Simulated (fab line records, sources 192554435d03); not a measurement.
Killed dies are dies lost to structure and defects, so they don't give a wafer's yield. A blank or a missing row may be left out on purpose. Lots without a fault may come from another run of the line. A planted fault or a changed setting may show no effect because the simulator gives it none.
Split-lot experiment | flow n5_finfet | 7 lots, 21 wafers read, on a route of 1938 steps

THE SPLIT
At N5_BEOL_M15_SPUTTER_44 (material Ta, target thk 15 nm, time 24.19 s), the setting time_s was moved away from the recipe's 24.19 s on 8 of the 21 wafers read, by -10.0% to +13.1%. The other wafers ran this setting at the recipe's value.

The reading is taken at the split's own step.

THE READING
Ta_of_BEOL_M15_SPUTTER_44.thk_nm (the simulator's own value, which no gauge read), in nm, at N5_BEOL_M15_SPUTTER_44 (material Ta, target thk 15 nm, time 24.19 s). The file gives no usual value for it. The 13 wafers here that ran the recipe average 14.9 nm, standard deviation 0.27 nm.

wafer  | tool, chamber at the split | time_s as run, s | against the recipe | Ta_of_BEOL_M15_SPUTTER_44.thk_nm, nm | against lot-mates on the recipe
L076.3 | pvd_sputter-02, -          | 21.76            | -10.0%             | 13                                   | -1.7
L076.5 | pvd_sputter-02, -          | 24.19            | recipe             | 14.8                                 | -
L076.6 | pvd_sputter-02, -          | 24.19            | recipe             | 14.6                                 | -
L080.2 | pvd_sputter-01, -          | 24.19            | recipe             | 15.4                                 | -
L080.5 | pvd_sputter-01, -          | 24.19            | recipe             | 15                                   | -
L080.6 | pvd_sputter-01, -          | 22.12            | -8.6%              | 14                                   | -1.2
L082.3 | pvd_sputter-03, -          | 25.96            | +7.3%              | 16                                   | +1.2
L082.5 | pvd_sputter-03, -          | 25.96            | +7.3%              | 16                                   | +1.2
L082.6 | pvd_sputter-03, -          | 24.19            | recipe             | 14.8                                 | -
L084.1 | pvd_sputter-02, -          | 27.24            | +12.6%             | 16.8                                 | +2.2
L084.2 | pvd_sputter-02, -          | 24.19            | recipe             | 14.6                                 | -
L084.6 | pvd_sputter-02, -          | 24.19            | recipe             | 14.6                                 | -
L094.1 | pvd_sputter-03, -          | 24.19            | recipe             | 15.2                                 | -
L094.4 | pvd_sputter-03, -          | 24.19            | recipe             | 15.2                                 | -
L094.5 | pvd_sputter-03, -          | 24.19            | recipe             | 15                                   | -
L089.1 | pvd_sputter-03, -          | 26.79            | +10.7%             | 16.6                                 | +1.4
L089.4 | pvd_sputter-03, -          | 26.79            | +10.7%             | 16.6                                 | +1.4
L089.6 | pvd_sputter-03, -          | 24.19            | recipe             | 15.2                                 | -
L091.3 | pvd_sputter-03, -          | 24.19            | recipe             | 15                                   | -
L091.4 | pvd_sputter-03, -          | 27.36            | +13.1%             | 16.6                                 | +1.8
L091.5 | pvd_sputter-03, -          | 24.19            | recipe             | 14.6                                 | -

THE FIT
A straight line over all 21 wafers: Ta_of_BEOL_M15_SPUTTER_44.thk_nm changes by +0.148 nm for each +1% of time_s; r = +0.96; the points scatter about the line by 0.26 nm.
The same after taking each lot's own level away (the mean of its wafers on the recipe; 21 wafers): +0.15 nm for each +1%; r = +0.99; scatter 0.16 nm.
On that fit, the largest move of time_s shifts the reading by 2 nm.
The lots' own levels span 14.60 to 15.20 nm, that is 2.3 times the standard deviation above.
So the lot-to-lot level changes the slope little: the two slopes agree.
Check: with one of the wafers moved furthest among these (+13.1%) left out of the fit, the line predicts +2 nm for it against its lot-mates. It came out at +1.8 nm against them.

OTHER SPLITS ON THESE WAFERS
These wafers also went through other splits before the reading. Each is held against what the fit with the lots' levels taken away leaves over:
other split on the same wafers    | wafers away from the commonest value | r with Ta_of_BEOL_M15_SPUTTER_44.thk_nm (lot level and that fit taken away)
N5_BEOL_M12_STRIP_37 h2_flow_sccm | 6                                    | -0.23
N5_BEOL_M15_TRENCH_ETCH_34 bias_w | 3                                    | -0.27

THE FILE'S OWN FIT
Ta_of_BEOL_M15_SPUTTER_44.thk_nm changes by +0.152 nm for each +1% of time_s, r = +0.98.
